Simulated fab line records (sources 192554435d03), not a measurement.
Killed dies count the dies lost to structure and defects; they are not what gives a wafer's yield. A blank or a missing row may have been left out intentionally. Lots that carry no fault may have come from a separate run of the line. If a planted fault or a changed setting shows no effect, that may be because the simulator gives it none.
What tool caused it?    flow n5_finfet    Sampling: 10 lots, 30 wafers, 4 of 1938 route steps

## WHAT THE GAUGES SHOWED, per wafer
N5_BEOL_M13_CD_MEAS_28: the cd target is 209.5 nm.
lot   measured      on         cd_nm (nm)
L888  day 13 14:47  cd_sem-03  210.3 210.1 210.2
L893  day 14 22:50  cd_sem-02  208.3 209.9 207.7
L894  day 15 04:50  cd_sem-02  211.4 211.1 210.1
L892  day 15 14:05  cd_sem-01  212.8 209.9 210.9
L901  day 17 06:28  cd_sem-01  207.9 206.9 207.7
L906  day 18 15:22  cd_sem-01  211.2 212.1 211.6
L907  day 18 21:05  cd_sem-02  205.4 208.0 207.6
L910  day 19 10:31  cd_sem-01  206.2 207.4 204.9
L909  day 19 11:10  cd_sem-03  211.7 210.0 209.5
L908  day 21 00:20  cd_sem-01  208.6 210.4 210.1

N5_BEOL_M13_INSPECT_30: inspects for defects (macro).
lot   measured      on                 raw_defect_count
L888  day 13 14:50  defect_inspect-02  4 1 2
L893  day 14 22:54  defect_inspect-01  2 7 0
L894  day 15 04:53  defect_inspect-02  1 3 3
L892  day 15 14:08  defect_inspect-02  2 4 1
L901  day 17 06:31  defect_inspect-02  3 2 296
L906  day 18 15:26  defect_inspect-01  3 0 1
L907  day 18 21:09  defect_inspect-02  3 0 1
L910  day 19 10:35  defect_inspect-02  0 3 0
L909  day 19 11:13  defect_inspect-02  1 3 0
L908  day 21 00:23  defect_inspect-01  3 4 1

## WHICH TOOL RAN EACH LOT (tool, then ch and the chambers of the sampled wafers, then the start)
lot   N5_BEOL_M12_CMP_49             N5_BEOL_M13_STRIP_71
L888  cmp-01 ch 0,1,2, day 13 12:47  wet_bench-01 ch 0,6,7, day 13 14:17
L893  cmp-04 ch 0,2, day 14 20:52    wet_bench-01 ch 3,6,7, day 14 22:26
L894  cmp-03 ch 1,3, day 15 02:55    wet_bench-04 ch 1,5,6, day 15 04:27
L892  cmp-04 ch 1,2,3, day 15 11:40  wet_bench-01 ch 3,5,7, day 15 13:34
L901  cmp-04 ch 1,2, day 17 04:17    wet_bench-01 ch 0,2,7, day 17 06:05
L906  cmp-03 ch 0,1,3, day 18 13:28  wet_bench-03 ch 3,6,7, day 18 14:59
L907  cmp-04 ch 0,2,3, day 18 19:05  wet_bench-04 ch 1,2,5, day 18 20:35
L910  cmp-01 ch 0,1,2, day 19 08:31  wet_bench-03 ch 2,3,6, day 19 10:01
L909  cmp-03 ch 0,1,3, day 19 09:09  wet_bench-04 ch 0,2,7, day 19 10:39
L908  cmp-01 ch 1,2,3, day 20 22:19  wet_bench-01 ch 1,2,5, day 20 23:55
- N5_BEOL_M12_CMP_49: polishes, stops on SiOC, t overpolish 20.6 s, target thk 320 nm.
- N5_BEOL_M13_STRIP_71: strips in post etch residue remover, time 60 s.

## AS READ BY THE TOOLS THEMSELVES (means over the sampled wafers that have a number; for cases with no such wafer, the mark the record gives instead)
N5_BEOL_M12_CMP_49.
lot   tool    barrier_field_endpoint_s (s)  edge_zone_pressure_frac  motor_current_A (A)  overpolish_run_s (s)  pad_life_wafers  slurry_flow_ml_min
L888  cmp-01  30.0                          1.001                    6.1                  20.608                1472             149.8
L893  cmp-04  30.3                          0.998                    6.2                  20.607                902              149.4
L894  cmp-03  31.8                          0.997                    5.8                  20.596                469              149.7
L892  cmp-04  29.5                          1.000                    6.0                  20.605                1040             150.1
L901  cmp-04  29.1                          1.003                    6.1                  20.602                1368             150.0
L906  cmp-03  31.5                          1.002                    5.8                  20.595                1118             150.0
L907  cmp-04  30.8                          0.999                    6.2                  20.603                1663             150.1
L910  cmp-01  30.2                          0.995                    6.0                  20.600                374              150.3
L909  cmp-03  31.7                          1.003                    5.8                  20.593                1297             150.0
L908  cmp-01  31.6                          0.999                    6.1                  20.599                650              149.6

N5_BEOL_M13_STRIP_71.
lot   tool          temp_c (C)
L888  wet_bench-01  24.97
L893  wet_bench-01  24.92
L894  wet_bench-04  24.99
L892  wet_bench-01  25.00
L901  wet_bench-01  25.01
L906  wet_bench-03  24.96
L907  wet_bench-04  25.07
L910  wet_bench-03  25.02
L909  wet_bench-04  25.07
L908  wet_bench-01  24.96

## THE ANSWER, worked out from the rows above alone
Rule: the usual values come from the lots themselves. Put in order of their means at a reading, lots are off if they are a third of the lots or fewer, leave a main group of 4 or more, and stand apart from it by a gap of 3 or more times the standard deviation of the main group's means; of several such gaps the widest counts. If all means in a main group match to the digits the tables above print for the reading, that group is not used. Also off: a lot with no number at a reading for which 4 or more lots have one. Where the step has rows for the other lots, those lots are counted as sound. Order of review: gauges by route order, followed by the tools' own readings, for which a lot's mean as printed above is used. The first step at which some lot is off is used, and at that step the reading that is off furthest; a lot without a number counts as furthest.
Off, at N5_BEOL_M13_INSPECT_30 on raw_defect_count: L901. The main group has a mean of 2.0 with a standard deviation of 0.67.
A tool fits if, at a process step before that reading, it ran every lot that is off, and no sound lot after the first of them. Gauges at N5_BEOL_M13_INSPECT_30: tried the same way as those tools. Of those tried, none fits.

## WHAT THE SIMULATOR HAD PUT IN
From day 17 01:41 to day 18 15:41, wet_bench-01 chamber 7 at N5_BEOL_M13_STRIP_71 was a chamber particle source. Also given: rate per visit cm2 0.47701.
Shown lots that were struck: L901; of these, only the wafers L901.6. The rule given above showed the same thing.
